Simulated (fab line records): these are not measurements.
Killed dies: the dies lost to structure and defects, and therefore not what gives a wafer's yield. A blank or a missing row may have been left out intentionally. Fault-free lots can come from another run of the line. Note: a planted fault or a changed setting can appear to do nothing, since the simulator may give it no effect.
Chamber matching | flow nandHarc | NHARC_A_CONTACT_ETCH_31 on rieDiel-09: 4 sister chambers
The step etches the open film in O2/COS, target depth 2000 nm, time 520 s. 7 wafers are shown with their chamber, then 7 later ones without.

WAFERS WITH THEIR CHAMBER
wafer  | chamber | drypumpMotorCurrentA (A) | showerheadPlenumPTorr (Torr)
L426.2 | 0       | 4.8                      | 3.08
L426.6 | 2       | 6.2                      | 3.16
L434.3 | 3       | 6.4                      | 3.14
L434.5 | 2       | 6.2                      | 3.15
L434.6 | 1       | 5.8                      | 3.14
L437.3 | 1       | 5.8                      | 3.13
L437.4 | 3       | 6.3                      | 3.14

WAFERS WITHOUT THEIR CHAMBER
wafer  | drypumpMotorCurrentA (A) | showerheadPlenumPTorr (Torr)
L437.5 | 6.3                      | 3.14
L436.3 | 6.4                      | 3.14
L436.4 | 5.7                      | 3.13
L436.6 | 4.8                      | 3.07
L438.3 | 4.9                      | 3.07
L438.5 | 6.2                      | 3.15
L438.6 | 5.7                      | 3.13

CHAMBER TAKEN BY EACH
wafer  | from the rows above | in truth
L437.5 | 3                   | 3
L436.3 | 3                   | 3
L436.4 | 1                   | 1
L436.6 | 0                   | 0
L438.3 | 0                   | 0
L438.5 | 2                   | 2
L438.6 | 1                   | 1
7 of 7 placed correctly. Number that these rows cannot place: 0. Placed wrongly: 0.
How it was worked out, from the rows above alone: a wafer's distance from a chamber is the root of the sum, over the readings, of the square of ((its reading less the chamber's mean) divided by the reading's scatter). If the next closest chamber is less than 2 further off than the closest, the wafer can't be placed; otherwise it belongs to the closest. Each chamber's mean is taken over the wafers shown for it. The scatter: take each reading less its chamber's mean, square it, sum over the shown wafers, divide by the number of wafers less the number of chambers, and take the root.
